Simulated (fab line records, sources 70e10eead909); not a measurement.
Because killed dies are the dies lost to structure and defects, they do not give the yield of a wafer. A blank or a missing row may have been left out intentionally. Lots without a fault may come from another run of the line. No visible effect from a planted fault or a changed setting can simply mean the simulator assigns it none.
fab line records ; flow nandHarc
record: lots: 11; wafers: 33; lastDay: 33
route steps=1302 shown P_START@1 P_ZERO_WELL@26 P_STI@89
lots untouched by any fault: they come from a run of this same line in which no faults occurred
startH: the number of hours between the record's first day and the start of the first shown wafer of the lot ; waitH: how many hours have passed since the lot's step before this one ; " the same as in the row above ; L1.1+2: a row that stands for several wafers ; - no value, or no start given ; * or withheld: withheld ; < > ~ a bound
route shown NAME@n: a module of which the file shows steps, and the number in the route of the first ; usual: mean/standard deviation of fault-free wafers ; same: alike in all rows ; chamber/n: place in a boat ; sites: each site's reading ; _std_site: the values' standard deviation ; _edge_site: outer sites' mean less inner sites' ; radiusMm: how far each site lies from the wafer's centre ; mask NAME#n: copy n ; behind: the tool/chamber that last shaped the wafer ; hold: why the lot went on hold/how many hours it stayed there/how the hold came to an end ; device: whichever transistor did not switch (one of n, p or np) ; end of line: the same wafers' tests at the end of the route ; a step without rows: its recipe alone ; killed: at the first sort, the dies lost to defects and structure; wafer yield is something else ; map: shows each die of a wafer: x if killed, . if not, _ if none is there
set.NAME: the setting that was run; set.NAME@STEP: the one run at that earlier step ; model.NAME: the simulator's own value behind a step, which no gauge read
route steps across a sampled set of lots; one table per step, one row per wafer
services: the hour from which a tool's chamber was out of use, counted from the record's first day as startH (under 0 if before that day), plus the number of hours and why
== steps ==
step: NHARC_P_START_INSPECT_01
usual: rawDefectCount: 3.1/1.7
lot.wafer;tool;chamber;startH;waitH;rawDefectCount
L573.1;defectInspect-01;-;20.04;-;3
L573.2;defectInspect-01;-;20.04;-;2
L573.6;defectInspect-01;-;20.04;-;3
L574.2;defectInspect-01;-;30.05;-;3
L574.3;defectInspect-01;-;30.05;-;1
L574.4;defectInspect-01;-;30.05;-;3
L577.2;defectInspect-02;-;60.04;-;1
L577.3;defectInspect-02;-;60.04;-;7
L577.6;defectInspect-02;-;60.04;-;4
L578.1;defectInspect-01;-;70.05;-;1
L578.2;defectInspect-01;-;70.05;-;2
L578.5;defectInspect-01;-;70.05;-;3
L579.3;defectInspect-02;-;80.04;-;7
L579.5;defectInspect-02;-;80.04;-;0
L579.6;defectInspect-02;-;80.04;-;0
L580.1;defectInspect-02;-;90.04;-;3
L580.3;defectInspect-02;-;90.04;-;2
L580.6;defectInspect-02;-;90.04;-;1
L581.1;defectInspect-02;-;100.03;-;1
L581.3;defectInspect-02;-;100.03;-;5
L581.5;defectInspect-02;-;100.03;-;5
L582.1;defectInspect-01;-;110.04;-;3
L582.2;defectInspect-01;-;110.04;-;1
L582.5;defectInspect-01;-;110.04;-;3
L585.2;defectInspect-02;-;140.04;-;5
L585.3;defectInspect-02;-;140.04;-;0
L585.6;defectInspect-02;-;140.04;-;6
L595.1;defectInspect-01;-;240.03;-;5
L595.3;defectInspect-01;-;240.03;-;6
L595.4;defectInspect-01;-;240.03;-;1
L596.2;defectInspect-01;-;250.05;-;6
L596.4;defectInspect-01;-;250.05;-;2
L596.5;defectInspect-01;-;250.05;-;3
step: NHARC_P_ZERO_WELL_EXPOSE_21
recipe: na: 0.6; targetCdNm: 720; doseMj: 22.31; maskId: P_NWELL
usual: stageVelMmS: 500.00/0.25
same: na: 0.6
lot.wafer;tool;chamber;startH;waitH;mask;stageVelMmS
L573.1;krfScanner-04;0;22.46;-;P_NWELL#0;499.95
L573.2;krfScanner-04;0;22.46;-;P_NWELL#0;499.83
L573.6;krfScanner-04;0;22.46;-;P_NWELL#0;500.30
L574.2;krfScanner-02;0;32.92;-;P_NWELL#0;500.30
L574.3;krfScanner-02;0;32.92;-;P_NWELL#0;500.04
L574.4;krfScanner-02;0;32.92;-;P_NWELL#0;499.51
L577.2;krfScanner-03;0;62.38;-;P_NWELL#0;499.70
L577.3;krfScanner-03;0;62.38;-;P_NWELL#0;500.02
L577.6;krfScanner-03;0;62.38;-;P_NWELL#0;500.24
L578.1;krfScanner-04;0;72.30;-;P_NWELL#0;500.06
L578.2;krfScanner-04;0;72.30;-;P_NWELL#0;500.20
L578.5;krfScanner-04;0;72.30;-;P_NWELL#0;500.44
L579.3;krfScanner-02;0;82.63;-;P_NWELL#0;499.87
L579.5;krfScanner-02;0;82.63;-;P_NWELL#0;499.78
L579.6;krfScanner-02;0;82.63;-;P_NWELL#0;500.14
L580.1;krfScanner-04;0;92.42;-;P_NWELL#0;500.17
L580.3;krfScanner-04;0;92.42;-;P_NWELL#0;499.84
L580.6;krfScanner-04;0;92.42;-;P_NWELL#0;500.13
L581.1;krfScanner-02;0;102.42;-;P_NWELL#0;499.77
L581.3;krfScanner-02;0;102.42;-;P_NWELL#0;499.90
L581.5;krfScanner-02;0;102.42;-;P_NWELL#0;499.99
L582.1;krfScanner-04;0;112.74;-;P_NWELL#0;499.83
L582.2;krfScanner-04;0;112.74;-;P_NWELL#0;499.53
L582.5;krfScanner-04;0;112.74;-;P_NWELL#0;499.66
L585.2;krfScanner-02;0;142.41;-;P_NWELL_R1#0;500.18
L585.3;krfScanner-02;0;142.41;-;P_NWELL_R1#0;500.15
L585.6;krfScanner-02;0;142.41;-;P_NWELL_R1#0;500.20
L595.1;krfScanner-03;0;242.30;-;P_NWELL#0;500.40
L595.3;krfScanner-03;0;242.30;-;P_NWELL#0;500.32
L595.4;krfScanner-03;0;242.30;-;P_NWELL#0;500.31
L596.2;krfScanner-03;0;252.37;-;P_NWELL#0;499.45
L596.4;krfScanner-03;0;252.37;-;P_NWELL#0;499.93
L596.5;krfScanner-03;0;252.37;-;P_NWELL#0;499.75
step: NHARC_P_ZERO_WELL_CD_MEAS_24
recipe: targetCdNm: 720; landingEnergyEv: 500
usual: cdNm: 719.8/1.8
lot.wafer;tool;chamber;startH;waitH;cdNm
L573.1;cdSem-01;0;22.61;-;724.3
L573.2;cdSem-01;0;22.61;-;722.8
L573.6;cdSem-01;0;22.61;-;723.2
L574.2;cdSem-01;0;33.08;-;716.4
L574.3;cdSem-01;0;33.08;-;717.7
L574.4;cdSem-01;0;33.08;-;717.5
L577.2;cdSem-01;0;62.53;-;721.1
L577.3;cdSem-01;0;62.53;-;721.7
L577.6;cdSem-01;0;62.53;-;717.9
L578.1;cdSem-02;0;72.46;-;720.4
L578.2;cdSem-02;0;72.46;-;719.2
L578.5;cdSem-02;0;72.46;-;721.4
L579.3;cdSem-03;0;82.78;-;718.9
L579.5;cdSem-03;0;82.78;-;721.8
L579.6;cdSem-03;0;82.78;-;720.5
L580.1;cdSem-02;0;92.58;-;719.9
L580.3;cdSem-02;0;92.58;-;719.1
L580.6;cdSem-02;0;92.58;-;719.2
L581.1;cdSem-01;0;102.58;-;718.0
L581.3;cdSem-01;0;102.58;-;718.2
L581.5;cdSem-01;0;102.58;-;716.9
L582.1;cdSem-01;0;112.90;-;721.0
L582.2;cdSem-01;0;112.90;-;719.3
L582.5;cdSem-01;0;112.90;-;719.4
L585.2;cdSem-01;0;142.56;-;713.2
L585.3;cdSem-01;0;142.56;-;713.5
L585.6;cdSem-01;0;142.56;-;709.6
L595.1;cdSem-02;0;242.46;-;718.3
L595.3;cdSem-02;0;242.46;-;719.5
L595.4;cdSem-02;0;242.46;-;724.4
L596.2;cdSem-03;0;252.52;-;720.6
L596.4;cdSem-03;0;252.52;-;719.2
L596.5;cdSem-03;0;252.52;-;719.6
step: NHARC_P_STI_ETCH_31
recipe: targetDepthA: 1089; timeS: 54.5; cf4FlowSccm: 100; chf3FlowSccm: 30; arFlowSccm: 0; rfW: 500; biasW: 200; chemistry: CF4/CHF3
usual: chamberPressureMTorr: 24.999/0.019; drypumpMotorCurrentA: 5.8/0.52; oesProductAu: 0.957/0.019; rfVppV: 370.9/2.2; showerheadPlenumPTorr: 1.58/0.062; throttleValvePct: 16.803/0.0085
lot.wafer;tool;chamber;startH;waitH;chamberPressureMTorr;drypumpMotorCurrentA;oesProductAu;rfHoursCounterH;rfVppV;showerheadPlenumPTorr;throttleValvePct
L573.2;rieDiel-07;1;-;-;24.984;6.3;0.934;7;372.1;1.60;16.805
L573.1;rieDiel-07;3;-;-;25.018;5.2;0.947;8;368.0;1.54;16.791
L573.6;rieDiel-07;3;-;-;25.026;5.2;0.947;-;369.1;1.54;16.801
L574.3;rieDiel-07;2;-;-;24.974;6.3;0.921;9;370.3;1.54;16.791
L574.2;rieDiel-07;1;-;-;24.969;6.4;0.949;8;372.2;1.60;16.793
L574.4;rieDiel-07;3;-;-;25.010;5.2;0.955;-;371.0;1.54;16.810
L577.3;rieDiel-06;0;-;-;24.995;6.0;0.924;7;374.0;1.69;16.812
L577.2;rieDiel-06;2;-;-;25.000;5.7;0.931;6;370.7;1.60;16.806
L577.6;rieDiel-06;0;-;-;25.009;6.0;0.912;-;375.1;1.69;16.796
L578.2;rieDiel-01;1;-;-;24.978;6.5;0.933;3;372.4;1.62;16.800
L578.1;rieDiel-01;2;-;-;24.971;5.4;0.941;2;369.5;1.56;16.787
L578.5;rieDiel-01;1;-;-;25.027;6.5;0.936;-;371.9;1.62;16.799
L579.3;rieDiel-07;2;-;-;25.004;6.3;0.957;14;369.2;1.54;16.794
L579.5;rieDiel-07;1;-;-;25.021;6.4;0.967;-;371.2;1.60;16.809
L579.6;rieDiel-07;2;-;-;25.026;6.3;0.956;-;369.3;1.54;16.808
L580.1;rieDiel-06;3;-;-;24.990;5.8;0.933;8;373.9;1.69;16.802
L580.3;rieDiel-06;0;-;-;24.997;5.9;0.925;8;374.3;1.68;16.806
L580.6;rieDiel-06;1;-;-;25.010;4.9;0.921;-;368.5;1.51;16.800
L581.1;rieDiel-01;0;-;-;25.010;5.5;0.976;5;368.2;1.50;16.817
L581.3;rieDiel-01;1;-;-;24.971;6.5;0.975;4;370.3;1.61;16.793
L581.5;rieDiel-01;3;-;-;25.039;6.4;0.959;-;372.7;1.64;16.805
L582.2;rieDiel-07;1;-;-;24.982;6.4;0.960;0;370.5;1.60;16.807
L582.1;rieDiel-07;2;-;-;24.991;6.3;0.933;0;368.5;1.54;16.788
L582.5;rieDiel-07;2;-;-;25.009;6.3;0.940;-;368.9;1.54;16.797
L585.2;rieDiel-01;1;-;-;25.009;6.5;0.950;6;372.4;1.61;16.793
L585.3;rieDiel-01;0;-;-;25.005;5.5;0.963;6;367.6;1.49;16.807
L585.6;rieDiel-01;1;-;-;25.000;6.5;0.962;-;372.1;1.62;16.812
L595.1;rieDiel-07;0;-;-;24.977;5.4;0.955;7;368.0;1.49;16.795
L595.3;rieDiel-07;2;-;-;25.025;6.3;0.945;13;370.1;1.54;16.812
L595.4;rieDiel-07;0;-;-;24.984;5.4;0.957;-;368.5;1.49;16.801
L596.4;rieDiel-01;0;-;-;24.990;5.5;0.966;3;367.4;1.49;16.794
L596.2;rieDiel-01;3;-;-;24.983;6.4;0.955;3;371.9;1.64;16.801
L596.5;rieDiel-01;1;-;-;24.993;6.5;0.972;-;370.6;1.61;16.802
step: NHARC_P_STI_ETCH_15
recipe: targetDepthA: 3000; taperDeg: 4; timeS: 100.1; hbrFlowSccm: 150; cl2FlowSccm: 50; rfW: 400; icpW: 400; biasW: 100; chemistry: HBr/Cl2
usual: chamberPressureMTorr: 15.000/0.014; drypumpMotorCurrentA: 5.8/0.39; oesProductAu: 1.001/0.0093; throttleValvePct: 26.406/0.0091
lot.wafer;tool;chamber;startH;waitH;chamberPressureMTorr;drypumpMotorCurrentA;oesProductAu;rfHoursCounterH;throttleValvePct
L573.1;rieSi-05;0;45.71;-;14.984;6.2;1.001;0.5;26.408
L573.2;rieSi-05;2;45.71;-;14.994;5.7;1.010;0.5;26.392
L573.6;rieSi-05;0;45.71;-;15.005;6.2;1.004;-;26.400
L574.2;rieSi-05;0;54.75;-;15.004;6.2;1.005;0.6;26.425
L574.4;rieSi-05;1;54.75;-;14.989;6.2;1.011;0.6;26.412
L574.3;rieSi-05;3;54.75;-;15.014;5.6;1.001;0.4;26.414
L577.2;rieSi-05;1;85.20;-;15.002;6.2;0.992;0.8;26.410
L577.3;rieSi-05;2;85.20;-;14.985;5.7;1.011;0.8;26.411
L577.6;rieSi-05;1;85.20;-;15.010;6.2;0.996;-;26.393
L578.2;rieSi-05;2;93.11;-;14.980;5.7;1.005;0.9;26.415
L578.1;rieSi-05;0;93.11;-;15.018;6.2;1.018;0.9;26.408
L578.5;rieSi-05;1;93.11;-;15.002;6.2;0.988;-;26.408
L579.3;rieSi-05;2;106.77;-;14.995;5.7;1.000;1.1;26.404
L579.5;rieSi-05;1;106.77;-;14.989;6.2;0.997;-;26.412
L579.6;rieSi-05;2;106.77;-;14.987;5.7;1.009;-;26.414
L580.1;rieSi-05;3;114.61;-;14.995;5.6;1.017;0.9;26.403
L580.3;rieSi-05;2;114.61;-;15.007;5.7;1.005;1.2;26.403
L580.6;rieSi-05;0;114.61;-;15.028;6.2;1.013;-;26.425
L581.1;rieSi-02;3;123.59;-;15.004;5.6;1.002;0.1;26.412
L581.3;rieSi-02;0;123.59;-;15.002;5.7;0.998;0.1;26.392
L581.5;rieSi-02;2;123.59;-;15.006;4.9;1.002;-;26.403
L582.1;rieSi-02;0;134.62;-;15.027;5.7;0.996;0.2;26.411
L582.2;rieSi-02;1;134.62;-;15.005;5.6;0.989;0.2;26.398
L582.5;rieSi-02;1;134.62;-;15.015;5.6;1.001;-;26.400
L585.2;rieSi-04;2;164.82;-;14.982;6.0;1.011;0.9;26.395
L585.3;rieSi-04;3;164.82;-;15.028;5.7;0.986;0.9;26.407
L585.6;rieSi-04;3;164.82;-;15.027;5.7;1.001;-;26.395
L595.4;rieSi-04;0;263.81;-;14.991;6.7;0.998;0.6;26.410
L595.3;rieSi-04;1;263.81;-;15.012;5.9;1.013;0.5;26.411
L595.1;rieSi-04;2;263.81;-;14.990;6.1;0.995;0.6;26.413
L596.4;rieSi-02;1;274.82;-;14.995;5.5;0.984;1.1;26.401
L596.2;rieSi-02;3;274.82;-;14.999;5.6;1.005;1.0;26.387
L596.5;rieSi-02;2;274.82;-;15.018;4.9;0.990;-;26.393
== services ==
tool;chamber;startH;hours;kind
rieDiel-07;2;-1.09;2.0;repair
rieDiel-01;0;2.76;5.8;repair
krfScanner-04;-;10.00;4.0;pm
krfScanner-04;-;26.68;1.0;repair
rieDiel-01;-;26.80;9.0;pm
rieDiel-07;1;28.62;9.0;repair
krfScanner-04;-;34.17;0.2;repair
rieDiel-07;0;43.22;132.0;repair
rieDiel-07;2;48.52;5.4;repair
rieDiel-01;1;54.10;3.7;repair
rieDiel-01;3;58.89;5.8;repair
rieDiel-01;2;72.57;3.7;repair
krfScanner-02;-;94.00;4.0;pm
rieDiel-07;-;118.23;9.0;pm
rieSi-05;-;128.00;9.0;pm
rieDiel-01;-;130.11;0.6;repair
rieDiel-07;3;131.52;6.8;repair
krfScanner-02;-;158.92;0.8;repair
rieDiel-01;1;173.57;6.1;repair
krfScanner-04;-;182.00;4.0;pm
rieDiel-07;1;191.67;3.2;repair
rieSi-05;2;194.97;5.7;repair
rieDiel-07;-;211.41;0.9;repair
rieDiel-07;1;257.86;26.7;repair
== key ==
firstSign: step: NHARC_P_ZERO_WELL_EXPOSE_21; reading: mask; direction: changed
effect: step: NHARC_P_ZERO_WELL_CD_MEAS_24; reading: cdNm; direction: down; sigmas: 4.3; usual: 719.8; struck: 712.1
metAt NHARC_P_ZERO_WELL_EXPOSE_21
struckLots L585
testerLeftOut L585
notActingAt NHARC_P_START_INSPECT_01,NHARC_P_STI_ETCH_31,NHARC_P_STI_ETCH_15
onsetBetween 102.42 142.41
fault: kind: wrongMask; tool: any; chamber: -; onsetH: 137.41; steps: NHARC_P_ZERO_WELL_EXPOSE_21; auxCopy: P_NWELL_R1#0; cdOffsetNm: -6.9714; scope: struckLotsOnly
testerLeftOut: of these lots the tester's yield and bins aren't shown, on N5 and GAA mostly nor the transistor test; their killed dies are dies lost to structure and defects alone, not to doping, threshold or leakage, so they don't give the yield
